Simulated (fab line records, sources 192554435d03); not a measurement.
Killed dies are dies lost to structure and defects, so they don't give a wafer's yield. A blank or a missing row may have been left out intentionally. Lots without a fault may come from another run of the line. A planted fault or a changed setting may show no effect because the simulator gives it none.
Comparing a struck lot with a sound one    flow n5-finfet    35 out of 1938 route steps
Sound: wafers L322.2, L322.3, L322.4. The struck wafers were L327.2, L327.5, L327.6. The cause is named last.
Each step with rows lists, per side, the tool, then ch with its chambers, then its first start. Under that, the readings that differ: sound wafers    struck wafers    difference of the means    sigmas: that difference in standard deviations of wafers without a fault.
alike: words and numbers the same on both sides, and readings whose means are apart by under 2 such deviations; not compared: readings that were withheld, readings missing a value for some wafer, numbers with overlapping values and no deviation given by the record, and bounds like >300 which may hide the same value.
A row with sigmas, a row that says differs or no value, or rows on one side alone: a step with any of these is where the two part. Non-overlapping numbers with no deviation appear without sigmas and do not part them. A reading missing from all wafers of one side parts the sides only when that side holds two or more wafers.

first, 9 steps without rows for these wafers: N5_STI_FIN_REVEAL_PRECLEAN_18 (cleans in SC2, time 45 s); N5_STI_FIN_REVEAL_SRD_28 (time 30 s); N5_DUMMY_GATE_PRECLEAN_00 (cleans in O3/DIW, time 60 s); N5_DUMMY_GATE_SRD_01 (time 30 s); N5_DUMMY_GATE_ALD_02 (deposits SiO2, target thk 2 nm, pulse time 1 s); N5_DUMMY_GATE_CVD_03 (deposits a-Si from SiH4, target thk 150 nm, time 8042 s); N5_DUMMY_GATE_PRECLEAN_46 (cleans in DIW, time 89.5 s); N5_DUMMY_GATE_SRD_47 (dry time 32 s); N5_DUMMY_GATE_CMP_04 (polishes a-Si).
N5_DUMMY_GATE_HM_DEP_06: deposits SiNx from DCS/NH3, target thk 80 nm, time 5141 s.
  sound on lpcvd-01 ch 0/70,0/75,0/79, day 6 05:58; struck on lpcvd-01 ch 1/70,1/84,1/89, day 7 16:41
reading                                         sound                 struck          difference                     sigmas
susceptor-temp-C (C)                            700.22 700.22 700.22  - - -           no value on the struck wafers  
zone-power-lower-pct (%)                        12.5 12.5 12.5        11.4 11.4 11.4  -1.1                           -2
model.SiNx_of_DUMMY_GATE_HM_DEP_06.thk-nm (nm)  80 80 79.4            47 46.8 46.6    -33                            
  alike: zone-power-centre-pct
then, 24 steps without rows for these wafers: N5_DUMMY_GATE_PECVD_30 (deposits SiO2 from TEOS/O2, target thk 55 nm, time 10.8 s); N5_DUMMY_GATE_COAT_34 (time 60 s, resist thk 60 nm); N5_DUMMY_GATE_COAT_35 (time 60 s, resist thk 10 nm); N5_DUMMY_GATE_COAT_28 (time 60 s, resist thk 10 nm); N5_DUMMY_GATE_COAT_09 (resist thk 30 nm); N5_DUMMY_GATE_EBR_11; N5_DUMMY_GATE_SOFTBAKE_10 (time 60 s); N5_DUMMY_GATE_EXPOSE_12 (exposes mask GATE, target cd 25 nm); N5_DUMMY_GATE_PEB_13 (peb time 60 s); N5_DUMMY_GATE_DEVELOP_14 (develop time 30 s); N5_DUMMY_GATE_DESCUM_20 (chemistry O2, time 6.2 s); N5_DUMMY_GATE_ETCH_29 (etches underlayer in N2/H2, target depth 13 nm); N5_DUMMY_GATE_ETCH_36 (etches SiARC in CF4, target depth 13 nm); N5_DUMMY_GATE_ETCH_37 (etches SOC in N2/H2, target depth 60 nm, overetch 30 nm); N5_DUMMY_GATE_STRIP_38 (strips in N2/H2); N5_DUMMY_GATE_STRIP_39 (strips in N2/H2); N5_DUMMY_GATE_TRIM_49 (chemistry O2, time 29 s, target cd 14 nm); N5_DUMMY_GATE_STRIP_40 (strips in CF4); N5_DUMMY_GATE_ETCH_31 (etches SiO2 in C4F6/O2, target depth 82.5 nm, time 27.5 s); N5_DUMMY_GATE_STRIP_41 (strips in O2); N5_DUMMY_GATE_HM_OPEN_21 (chemistry CH3F/O2, target SiNx, target depth 120 nm, time 171.4 s); N5_DUMMY_GATE_ETCH_32 (etches SiO2 in CF4, target depth 3.5 nm, time 3.9 s); N5_DUMMY_GATE_ETCH_23 (etches poly-Si in HBr/Cl2/O2, target depth 41 nm, time 22.3 s); N5_DUMMY_GATE_ETCH_44 (etches poly-Si in HBr/O2, stops on SiO2, target depth 127.5 nm).
N5_ILD0_CMP_03: polishes, stops on SiNx, t overpolish 1.9 s, target thk 197.38 nm.
  sound on cmp-02 ch 0,1,2, day 7 00:37; struck on cmp-03 ch 1,2,3, day 8 10:43
reading                                         sound         struck          difference  sigmas
model.SiNx_of_DUMMY_GATE_HM_DEP_06.thk-nm (nm)  76.8 77 76.4  43.8 43.8 43.6  -33.0       
  alike: head-pressure-psi, motor-current-A, overpolish-run-s, time-to-endpoint-s

WHERE THEY PART
Only at N5_DUMMY_GATE_HM_DEP_06, within this record. Later steps at which nothing parts them and some readings are alike: N5_ILD0_CMP_03.

WHY: whatever the simulator had introduced
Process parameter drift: lpcvd-01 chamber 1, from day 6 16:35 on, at N5_DUMMY_GATE_HM_DEP_06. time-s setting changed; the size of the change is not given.
